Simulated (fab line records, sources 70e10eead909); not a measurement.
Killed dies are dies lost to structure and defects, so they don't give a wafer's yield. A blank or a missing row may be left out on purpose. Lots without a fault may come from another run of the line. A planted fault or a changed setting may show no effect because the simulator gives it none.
fab line records | flow nand_harc | part 1 of 2: steps 1 to 4 of 6
record lots=23 wafers=69 last_day=24
route steps=1159 shown A_STAIRCASE@531
lots that met no fault: from a run of the same line without faults
start_h: hours from the record's first day to the start of the lot's first wafer shown | wait_h: hours since the lot's step before | " the same as in the row above | L1.1+2: a row that stands for several wafers | - no value, or no start given | * or withheld: withheld | < > ~ a bound
route shown NAME@n: a module of which the file shows steps, and the number in the route of the first | usual: mean/standard deviation of fault-free wafers | same: alike in all rows | chamber/n: place in a boat | sites: the reading at each site | _std_site: their standard deviation | _edge_site: outer sites' mean less inner sites' | radius_mm: how far each site lies from the wafer's centre | mask NAME#n: copy n | behind: the tool/chamber that last shaped the wafer | hold: why the lot was held/for how many hours/how that ended | device: the transistor (n, p or np) that didn't switch | end of line: the same wafers' tests at the end of the route | a step without rows: its recipe alone | killed: dies lost to structure and defects at the first sort, not the wafer's yield | map: a wafer's dies, x killed, . not, _ none there
set.NAME: the setting as run; set.NAME@STEP: as run at that earlier step | model.NAME: the simulator's own value behind a step, which no gauge read
steps of the route over a sample of lots; a table a step, a row a wafer
services: from which hour (start_h, from the record's first day; less than 0 if before it) a tool's chamber was out of use, for how many hours, and why
## steps
# step NHARC_A_STAIRCASE_ETCH_169
# recipe target_depth_a=500 time_s=107.1 ion_energy_ev=120 ch3f_flow_sccm=50 o2_flow_sccm=30 ar_flow_sccm=200 rf_w=500 bias_w=100 chemistry=CH3F/O2
# usual drypump_motor_current_A=5.8/0.44 mfc_ar_sccm=200.0/0.55 oes_product_au=0.944/0.023 rf_vpp_V=244.6/2.1 showerhead_plenum_p_Torr=2.47/0.13 throttle_valve_pct=20.663/0.0094
# columns lot.wafer tool chamber start_h wait_h drypump_motor_current_A mfc_ar_sccm oes_product_au rf_hours_counter_h rf_vpp_V showerhead_plenum_p_Torr throttle_valve_pct
L074.2 rie_diel-12 3 229.26 0.1 5.5 199.8 0.987 8 246.1 2.55 20.669
L074.1 " 0 " " 6.1 200.9 0.954 7 246.0 2.56 20.651
L074.5 " 3 " " 5.6 199.1 0.981 - 244.9 2.55 20.670
L077.3 rie_diel-11 0 244.58 0.1 5.8 200.2 0.962 20 243.3 2.35 20.654
L077.4 " 0 " " 5.8 200.0 0.958 - 242.5 2.35 20.671
L077.6 " 1 " " 5.7 200.1 0.976 - 248.5 2.63 20.674
L075.2 rie_diel-12 2 244.71 0.1 5.3 200.9 0.974 10 241.9 2.34 20.661
L075.3 " 3 " " 5.5 200.2 0.991 11 245.7 2.54 20.650
L075.5 " 2 " " 5.3 200.1 0.965 - 242.6 2.34 20.659
L078.3 rie_diel-05 1 253.39 0.1 5.7 199.4 0.966 32 243.4 2.43 20.675
L078.2 " 2 " " 6.1 199.6 0.976 31 242.5 2.35 20.667
L078.5 " 3 " " 6.5 199.9 0.972 - 241.8 2.30 20.667
L076.4 rie_diel-12 2 253.55 0.1 5.3 200.5 0.948 13 240.8 2.34 20.658
L076.2 " 3 " " 5.5 200.0 0.987 13 246.8 2.54 20.643
L076.5 " 1 " " 5.9 199.9 0.949 - 246.3 2.66 20.664
L079.3 rie_diel-05 1 259.71 0.1 5.7 200.8 0.949 33 243.3 2.43 20.663
L079.2 " 3 " " 6.5 200.1 0.966 33 241.5 2.30 20.663
L079.6 " 1 " " 5.7 200.2 0.959 - 244.3 2.43 20.656
L080.4 rie_diel-12 2 263.42 0.2 5.3 199.9 0.940 16 242.5 2.34 20.665
L080.2 " 0 " " 6.1 200.3 0.923 16 245.0 2.56 20.647
L080.6 " 2 " " 5.3 199.8 0.933 - 242.4 2.34 20.650
L081.4 rie_diel-12 0 263.72 0.3 6.1 199.2 0.918 16 246.9 2.56 20.650
L081.1 " 2 " " 5.3 200.5 0.915 16 241.5 2.34 20.662
L081.2 " 3 " " 5.5 199.1 0.944 17 246.0 2.54 20.668
L082.3 rie_diel-05 1 278.85 0.1 5.7 199.6 0.911 41 244.1 2.43 20.671
L082.1 " 2 " " 6.1 200.4 0.900 42 243.2 2.35 20.654
L082.5 " 2 " " 6.2 201.4 0.904 - 243.4 2.35 20.650
L083.1 rie_diel-12 0 279.04 0.1 6.1 200.3 0.963 24 244.8 2.56 20.657
L083.3 " 1 " " 5.9 199.9 0.963 25 247.8 2.65 20.673
L083.5 " 3 " " 5.6 199.5 0.966 - 246.9 2.54 20.668
L084.2 rie_diel-05 1 284.16 0.1 5.7 199.1 0.923 43 245.4 2.42 20.672
L084.1 " 2 " " 6.2 200.5 0.911 43 242.4 2.35 20.676
L084.6 " 1 " " 5.7 199.2 0.916 - 244.0 2.42 20.658
L085.4 rie_diel-11 0 299.89 0.1 5.8 200.2 0.940 40 243.5 2.34 20.669
L085.1 " 1 " " 5.7 199.5 0.954 45 246.5 2.62 20.655
L085.5 " 0 " " 5.8 199.6 0.942 - 242.0 2.34 20.646
L087.2 rie_diel-12 1 307.39 0.1 5.9 200.4 0.963 32 246.6 2.65 20.676
L087.4 " 0 " " 6.1 199.7 0.956 31 247.1 2.55 20.652
L087.5 " 1 " " 5.9 199.7 0.954 - 247.2 2.65 20.655
L086.4 rie_diel-12 3 307.57 0.1 5.5 198.6 0.955 30 247.0 2.54 20.661
L086.1 " 0 " " 6.1 200.3 0.931 31 246.9 2.55 20.665
L086.6 " 2 " " 5.3 200.5 0.952 - 240.9 2.33 20.654
L090.1 rie_diel-11 0 327.83 0.1 5.8 200.4 0.957 48 243.6 2.34 20.667
L090.3 " 1 " " 5.7 199.3 0.982 53 247.2 2.62 20.667
L090.6 " 0 " " 5.7 200.4 0.969 - 242.2 2.34 20.656
L088.3 rie_diel-12 3 328.01 0.1 5.6 201.1 0.955 36 245.0 2.53 20.673
L088.2 " 0 " " 6.1 199.7 0.929 36 246.7 2.55 20.661
L088.6 " 3 " " 5.6 200.6 0.951 - 245.6 2.53 20.661
L089.1 rie_diel-11 0 332.81 0.1 5.8 200.1 0.977 49 243.7 2.33 20.679
L089.2 " 1 " " 5.7 199.5 0.996 55 245.7 2.62 20.659
L089.5 " 2 " " 6.1 200.4 0.950 - 246.8 2.64 20.670
L091.4 rie_diel-11 0 336.19 0.3 5.8 199.6 0.924 52 242.2 2.33 20.675
L091.1 " 1 " " 5.7 199.8 0.944 58 245.9 2.62 20.665
L091.6 " 2 " " 6.1 198.8 0.919 - 246.6 2.64 20.660
L093.2 rie_diel-12 2 336.30 0.3 5.3 200.7 0.914 39 242.4 2.33 20.654
L093.1 " 3 " " 5.5 199.9 0.925 39 245.5 2.53 20.643
L093.6 " 1 " " 5.9 200.5 0.921 - 248.1 2.64 20.659
L092.1 rie_diel-11 2 343.56 0.2 6.1 199.7 0.924 58 247.2 2.64 20.669
L092.4 " 0 " " 5.8 199.6 0.943 55 242.9 2.33 20.656
L092.3 " 1 " " 5.7 200.2 0.957 61 245.6 2.62 20.670
L096.2 rie_diel-11 3 360.49 0.1 6.6 200.7 0.922 65 241.4 2.30 20.649
L096.4 " 1 " " 5.6 199.3 0.951 66 248.1 2.61 20.687
L096.5 " 3 " " 6.6 199.0 0.923 - 240.7 2.30 20.656
L097.2 rie_diel-12 0 363.89 0.1 6.1 200.2 0.901 51 245.6 2.55 20.650
L097.4 " 3 " " 5.5 199.8 0.920 52 244.7 2.53 20.678
L097.6 " 0 " " 6.1 200.0 0.897 - 245.0 2.55 20.674
L094.4 rie_diel-05 2 364.06 0.1 6.1 200.3 0.929 4 242.0 2.34 20.660
L094.1 " 1 " " 5.7 199.8 0.961 4 244.8 2.41 20.664
L094.6 " 2 " " 6.1 200.7 0.934 - 243.1 2.34 20.673
# step NHARC_A_STAIRCASE_ETCH_17
# recipe target_depth_a=1000 time_s=40.5 ion_energy_ev=400 c4f8_flow_sccm=20 o2_flow_sccm=10 ar_flow_sccm=withheld rf_w=600 bias_w=1000 chemistry=C4F8/O2
# usual oes_product_au=0.941/0.02 rf_vpp_V=896/6.6
# columns lot.wafer tool chamber start_h wait_h oes_product_au rf_hours_counter_h rf_vpp_V
L074.2 rie_diel-12 3 - - 0.943 8 901
L074.1 " 0 " " 0.921 8 902
L074.5 " 2 " " 0.941 - 890
L077.4 rie_diel-05 3 - - 0.956 28 888
L077.3 " 0 " " 0.940 28 894
L077.6 " 0 " " 0.931 - 894
L075.2 rie_diel-11 2 - - 0.924 19 905
L075.3 " 0 " " 0.927 21 890
L075.5 " 1 " " 0.935 - 905
L078.2 rie_diel-11 0 - - 0.946 24 890
L078.3 " 1 " " 0.950 22 905
L078.5 " 1 " " 0.954 - 904
L076.4 rie_diel-12 2 - - 0.923 13 890
L076.2 " 3 " " 0.940 14 900
L076.5 " 3 " " 0.933 - 900
L079.2 rie_diel-05 0 - - 0.943 34 895
L079.3 " 1 " " 0.934 34 895
L079.6 " 2 " " 0.937 - 891
L081.4 rie_diel-05 2 - - 0.921 37 890
L081.2 " 3 " " 0.951 36 889
L081.1 " 0 " " 0.947 36 895
L080.4 rie_diel-11 0 - - 0.945 26 890
L080.2 " 2 " " 0.935 29 905
L080.6 " 1 " " 0.963 - 904
L082.1 rie_diel-11 3 - - 0.949 36 888
L082.3 " 0 " " 0.942 32 889
L082.5 " 3 " " 0.955 - 889
L083.3 rie_diel-05 1 - - 0.952 42 893
L083.1 " 0 " " 0.948 41 895
L083.5 " 1 " " 0.946 - 895
L084.1 rie_diel-12 0 - - 0.918 27 901
L084.2 " 2 " " 0.927 26 890
L084.6 " 1 " " 0.924 - 905
L085.4 rie_diel-05 3 - - 0.944 48 887
L085.1 " 0 " " 0.940 48 894
L085.5 " 0 " " 0.945 - 895
L087.4 rie_diel-11 1 - - 0.951 47 904
L087.2 " 2 " " 0.918 46 906
L087.5 " 0 " " 0.946 - 889
L086.1 rie_diel-11 3 - - 0.937 47 888
L086.4 " 1 " " 0.956 48 905
L086.6 " 3 " " 0.943 - 889
L090.3 rie_diel-05 3 - - 0.949 57 887
L090.1 " 0 " " 0.932 55 896
L090.6 " 1 " " 0.943 - 893
L088.3 rie_diel-11 1 - - 0.961 55 903
L088.2 " 3 " " 0.953 52 890
L088.6 " 1 " " 0.966 - 904
L089.1 rie_diel-05 0 - - 0.935 59 894
L089.2 " 2 " " 0.910 64 889
L089.5 " 3 " " 0.941 - 887
L091.1 rie_diel-12 1 - - 0.936 41 905
L091.4 " 3 " " 0.951 40 899
L091.6 " 1 " " 0.933 - 906
L093.1 rie_diel-11 2 - - 0.928 56 905
L093.2 " 1 " " 0.961 58 903
L093.6 " 3 " " 0.933 - 887
L092.4 rie_diel-12 3 - - 0.931 45 900
L092.1 " 0 " " 0.910 45 900
L092.3 " 1 " " 0.921 45 903
L096.2 rie_diel-05 1 - - 0.977 3 894
L096.4 " 2 " " 0.906 3 890
L096.5 " 2 " " 0.924 - 890
L097.4 rie_diel-12 3 - - 0.942 52 899
L097.2 " 1 " " 0.943 52 905
L097.6 " 2 " " 0.931 - 891
L094.4 rie_diel-05 0 366.74 - 1.022 5 893
L094.1 " 2 " " 0.968 5 889
L094.6 " 0 " " 1.011 - 894
# step NHARC_A_STAIRCASE_ETCH_188
# recipe target_depth_a=1000 time_s=40.5 ion_energy_ev=400 c4f8_flow_sccm=20 o2_flow_sccm=10 ar_flow_sccm=withheld rf_w=600 bias_w=1000 chemistry=C4F8/O2
# usual oes_product_au=0.936/0.019 rf_vpp_V=897/6.5
# columns lot.wafer tool chamber start_h wait_h oes_product_au rf_hours_counter_h rf_vpp_V
L074.2 rie_diel-05 2 - - 0.942 25 891
L074.1 " 1 " " 0.930 27 895
L074.5 " 3 " " 0.989 - 887
L077.3 rie_diel-12 3 - - 0.963 12 900
L077.4 " 0 " " 0.935 12 901
L077.6 " 0 " " 0.934 - 900
L075.3 rie_diel-11 2 - - 0.933 19 906
L075.2 " 3 " " 0.940 22 890
L075.5 " 0 " " 0.945 - 890
L076.2 rie_diel-11 2 - - 0.911 23 905
L076.4 " 1 " " 0.950 - 904
L076.5 " 2 " " 0.913 - 906
L078.3 rie_diel-11 3 - - 0.923 25 890
L078.2 " 1 " " 0.933 24 903
L078.5 " 1 " " 0.934 - 904
L079.2 rie_diel-05 0 - - 0.930 36 895
L079.3 " 2 " " 0.916 38 891
L079.6 " 0 " " 0.924 - 895
L081.1 rie_diel-11 0 - - 0.931 28 890
L081.2 " 1 " " 0.942 31 904
L081.4 " 2 " " 0.924 31 904
L080.4 rie_diel-05 2 - - 0.914 40 891
L080.2 " 1 " " 0.905 39 894
L080.6 " 3 " " 0.938 - 888
L082.3 rie_diel-12 0 - - 0.906 25 901
L082.1 " 3 " " 0.936 25 900
L082.5 " 1 " " 0.919 - 905
L083.1 rie_diel-12 1 - - 0.909 26 906
L083.3 " 3 " " 0.927 25 900
L083.5 " 0 " " 0.914 - 900
L084.2 rie_diel-12 2 - - 0.922 28 891
L084.1 " 0 " " 0.915 28 903
L084.6 " 2 " " 0.929 - 889
L085.4 rie_diel-05 1 - - 0.941 51 894
L085.1 " 3 " " 0.941 48 888
L085.5 " 0 " " 0.941 - 895
L087.2 rie_diel-12 0 - - 0.915 32 900
L087.4 " 2 " " 0.914 33 890
L087.5 " 0 " " 0.919 - 901
L086.1 rie_diel-05 1 - - 0.961 55 895
L086.4 " 2 " " 0.943 55 889
L086.6 " 0 " " 0.957 - 894
L090.1 rie_diel-05 3 - - 0.942 59 888
L090.3 " 2 " " 0.918 63 890
L090.6 " 0 " " 0.923 - 894
L088.3 rie_diel-11 1 - - 0.964 57 904
L088.2 " 2 " " 0.938 55 903
L088.6 " 1 " " 0.960 - 904
L089.2 rie_diel-11 2 - - 0.921 57 904
L089.1 " 0 " " 0.938 54 890
L089.5 " 2 " " 0.934 - 905
L091.1 rie_diel-12 1 - - 0.921 42 906
L091.4 " 2 " " 0.922 42 890
L091.6 " 0 " " 0.910 - 901
L093.1 rie_diel-12 2 - - 0.924 43 889
L093.2 " 0 " " 0.908 42 899
L093.6 " 2 " " 0.914 - 889
L092.4 rie_diel-05 0 - - 0.975 0 894
L092.3 " 1 " " 0.968 0 893
L092.1 " 2 " " 0.924 0 890
L096.2 rie_diel-05 3 - - 0.924 5 905
L096.4 " 2 " " 0.909 5 890
L096.5 " 3 " " 0.929 - 907
L097.2 rie_diel-05 0 - - 0.974 6 894
L097.4 " 3 " " 0.952 6 905
L097.6 " 1 " " 0.972 - 893
L094.4 rie_diel-05 3 - - 0.930 6 906
L094.1 " 2 " " 0.898 6 889
L094.6 " 0 " " 0.938 - 894
# step NHARC_A_STAIRCASE_TRIM_198
# recipe time_s=211.2 o2_flow_sccm=500 ar_flow_sccm=0 bias_w=0 chemistry=O2
# usual drypump_motor_current_A=5.8/0.5 mfc_ar_sccm=0.005/0.011 oes_product_au=0.996/0.014 rf_vpp_V=57.8/0.88 showerhead_plenum_p_Torr=3.52/0.18 throttle_valve_pct=17.036/0.0098
# columns lot.wafer tool chamber start_h wait_h drypump_motor_current_A mfc_ar_sccm oes_product_au rf_hours_counter_h rf_vpp_V showerhead_plenum_p_Torr throttle_valve_pct
L074.1 rie_diel-05 1 - - 5.7 0 0.973 27 59.6 3.49 17.042
L074.2 " 2 " " 6.2 0.001 0.996 26 57.9 3.38 17.041
L074.5 " 2 " " 6.1 0.001 0.985 - 57.7 3.38 17.027
L077.3 rie_diel-05 0 - - 4.8 0.004 0.990 31 59.0 3.49 17.034
L077.4 " 3 " " 6.5 0 1.008 31 59.4 3.30 17.044
L077.6 " 0 " " 4.8 0.004 0.994 - 57.6 3.49 17.041
L075.2 rie_diel-11 3 - - 6.6 0 0.990 22 57.8 3.33 17.049
L075.3 " 0 " " 5.8 0.015 0.999 22 58.1 3.37 17.022
L075.5 " 3 " " 6.7 0 0.992 - 57.3 3.33 17.051
L076.4 rie_diel-12 2 - - 5.3 0 0.988 14 57.3 3.36 17.036
L076.2 " 3 " " 5.6 0 1.010 15 58.8 3.65 17.048
L076.5 " 1 " " 5.9 0.043 0.987 - 58.5 3.80 17.044
L078.2 rie_diel-11 3 - - 6.7 0 0.990 26 57.1 3.33 17.043
L078.3 " 2 " " 6.1 0.001 0.976 24 57.7 3.79 17.033
L078.5 " 2 " " 6.1 0.001 0.985 - 58.1 3.79 17.024
L079.3 rie_diel-05 1 - - 5.7 0 0.984 39 58.6 3.48 17.046
L079.2 " 0 " " 4.7 0.004 1.002 38 58.3 3.49 17.041
L079.6 " 2 " " 6.1 0.001 0.985 - 57.7 3.37 17.022
L081.1 rie_diel-05 3 - - 6.5 0 1.005 39 57.5 3.30 17.042
L081.4 " 1 " " 5.7 0 0.981 40 56.2 3.48 17.058
L081.2 " 2 " " 6.1 0.001 0.981 40 56.7 3.37 17.046
L080.2 rie_diel-12 3 - - 5.5 0 1.012 21 57.5 3.64 17.043
L080.4 " 0 " " 6.1 0.011 0.976 22 59.2 3.67 17.042
L080.6 " 3 " " 5.5 0 1.017 - 58.2 3.64 17.030
L082.3 rie_diel-05 0 - - 4.7 0.004 0.985 43 58.3 3.49 17.048
L082.1 " 2 " " 6.1 0.001 0.982 45 57.2 3.37 17.040
L082.5 " 3 " " 6.5 0 1.007 - 57.1 3.30 17.035
L083.1 rie_diel-05 1 - - 5.7 0 1.007 45 58.5 3.48 17.025
L083.3 " 3 " " 6.5 0 1.014 44 57.5 3.30 17.019
L083.5 " 1 " " 5.7 0 0.996 - 57.2 3.48 17.035
L084.1 rie_diel-11 3 - - 6.6 0 0.987 40 58.8 3.32 17.031
L084.2 " 0 " " 5.8 0.015 0.995 38 57.4 3.36 17.026
L084.6 " 1 " " 5.7 0 1.002 - 59.3 3.76 17.041
L085.4 rie_diel-11 1 - - 5.7 0 1.010 46 58.7 3.75 17.034
L085.1 " 2 " " 6.1 0.001 0.978 43 58.0 3.78 17.034
L085.5 " 1 " " 5.7 0 1.018 - 57.7 3.75 17.047
L087.2 rie_diel-12 1 - - 5.9 0.043 0.993 34 58.6 3.79 17.040
L087.4 " 3 " " 5.6 0 1.016 33 57.4 3.64 17.023
L087.5 " 1 " " 5.9 0.043 0.991 - 58.9 3.79 17.014
L086.4 rie_diel-05 1 - - 5.7 0 0.999 55 56.8 3.47 17.043
L086.1 " 2 " " 6.1 0.001 0.980 55 58.7 3.37 17.037
L086.6 " 1 " " 5.7 0 0.998 - 56.9 3.47 17.019
L088.2 rie_diel-11 1 - - 5.7 0 1.031 58 57.7 3.75 17.019
L088.3 " 2 " " 6.1 0.001 0.991 55 57.6 3.78 17.047
L088.6 " 3 " " 6.6 0 0.999 - 57.0 3.31 17.037
L090.3 rie_diel-12 2 - - 5.3 0 0.996 40 58.7 3.35 17.031
L090.1 " 3 " " 5.6 0 1.005 39 57.8 3.63 17.044
L090.6 " 2 " " 5.3 0 0.989 - 58.2 3.35 17.035
L089.2 rie_diel-11 3 - - 6.6 0 0.994 57 57.7 3.31 17.042
L089.1 " 1 " " 5.7 0 1.018 60 58.5 3.75 17.048
L089.5 " 0 " " 5.8 0.015 1.000 - 57.4 3.35 17.043
L091.1 rie_diel-12 0 - - 6.1 0.011 0.978 43 57.8 3.65 17.034
L091.4 " 2 " " 5.3 0 0.997 43 56.6 3.34 17.019
L091.6 " 1 " " 5.9 0.043 0.991 - 57.5 3.78 17.044
L093.1 rie_diel-11 0 - - 5.7 0.015 0.999 55 58.9 3.35 17.044
L093.2 " 1 " " 5.7 0 1.019 61 57.9 3.74 17.044
L093.6 " 2 " " 6.1 0.001 0.990 - 58.3 3.77 17.024
L092.4 rie_diel-12 2 - - 5.4 0 1.001 47 56.1 3.34 17.014
L092.3 " 0 " " 6.1 0.011 0.971 47 58.0 3.65 17.050
L092.1 " 1 " " 6.0 0.043 0.985 47 59.1 3.78 17.031
L096.4 rie_diel-05 2 - - 6.2 0.001 0.976 5 56.9 3.36 17.037
L096.2 " 0 " " 4.8 0.004 1.012 5 57.9 3.48 17.044
L096.5 " 1 " " 5.7 0 1.023 - 57.1 3.47 17.031
L097.2 rie_diel-12 2 - - 5.3 0 0.984 55 57.4 3.34 17.061
L097.4 " 1 " " 5.9 0.043 0.987 54 58.3 3.78 17.041
L097.6 " 3 " " 5.5 0 1.006 - 57.5 3.62 17.039
L094.4 rie_diel-05 1 - - 5.7 0 1.009 7 57.8 3.46 17.035
L094.1 " 2 " " 6.1 0.001 0.969 7 55.2 3.36 17.031
L094.6 " 1 " " 5.7 0 1.029 - 57.6 3.46 17.026
